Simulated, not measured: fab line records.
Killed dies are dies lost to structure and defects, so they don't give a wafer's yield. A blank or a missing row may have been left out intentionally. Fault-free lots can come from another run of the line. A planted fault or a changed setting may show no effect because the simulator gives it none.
Chamber matching + flow n5_finfet + 4 sister chambers for N5_BEOL_M7_STRIP_67 on rie_diel-02
The step strips in CF4. 8 wafers are shown with their chamber, then 8 later ones without.

## WAFERS WITH THEIR CHAMBER
| wafer  | chamber | drypump_motor_current_A (A) | showerhead_plenum_p_Torr (Torr) |
|--------|---------|-----------------------------|---------------------------------|
| L075.2 | 1       | 5.7                         | 1.81                            |
| L078.6 | 1       | 5.7                         | 1.81                            |
| L080.2 | 3       | 4.9                         | 1.84                            |
| L080.6 | 3       | 4.9                         | 1.84                            |
| L083.4 | 2       | 6.4                         | 1.84                            |
| L088.1 | 2       | 6.3                         | 1.83                            |
| L088.5 | 0       | 5.3                         | 1.77                            |
| L092.1 | 0       | 5.3                         | 1.77                            |

## WAFERS WHOSE CHAMBER IS MISSING
| wafer  | drypump_motor_current_A (A) | showerhead_plenum_p_Torr (Torr) |
|--------|-----------------------------|---------------------------------|
| L092.2 | 4.9                         | 1.83                            |
| L092.6 | 6.3                         | 1.83                            |
| L094.1 | 6.4                         | 1.83                            |
| L094.4 | 5.7                         | 1.80                            |
| L094.5 | 5.3                         | 1.77                            |
| L097.1 | 5.0                         | 1.83                            |
| L097.3 | 5.7                         | 1.80                            |
| L097.6 | 5.7                         | 1.80                            |

## WHICH CHAMBER EACH ONE RAN IN
| wafer  | from the rows above | in truth |
|--------|---------------------|----------|
| L092.2 | 3                   | 3        |
| L092.6 | 2                   | 2        |
| L094.1 | 2                   | 2        |
| L094.4 | 1                   | 1        |
| L094.5 | 0                   | 0        |
| L097.1 | 3                   | 3        |
| L097.3 | 1                   | 1        |
| L097.6 | 1                   | 1        |
8 of 8 placed correctly. From these rows, 0 cannot be placed. Wrongly placed: 0.
How it was worked out, from the rows above alone: a wafer's distance from a chamber is the root of the sum, over the readings, of the square of ((its reading less the chamber's mean) divided by the reading's scatter). The wafer belongs to the nearest chamber; if the next one is less than 2 further off, it can't be placed. Each chamber's mean is taken over the wafers shown for it. The scatter is the square root of a quotient: the sum, over the shown wafers, of each reading's squared deviation from its chamber's mean, divided by wafers minus chambers.
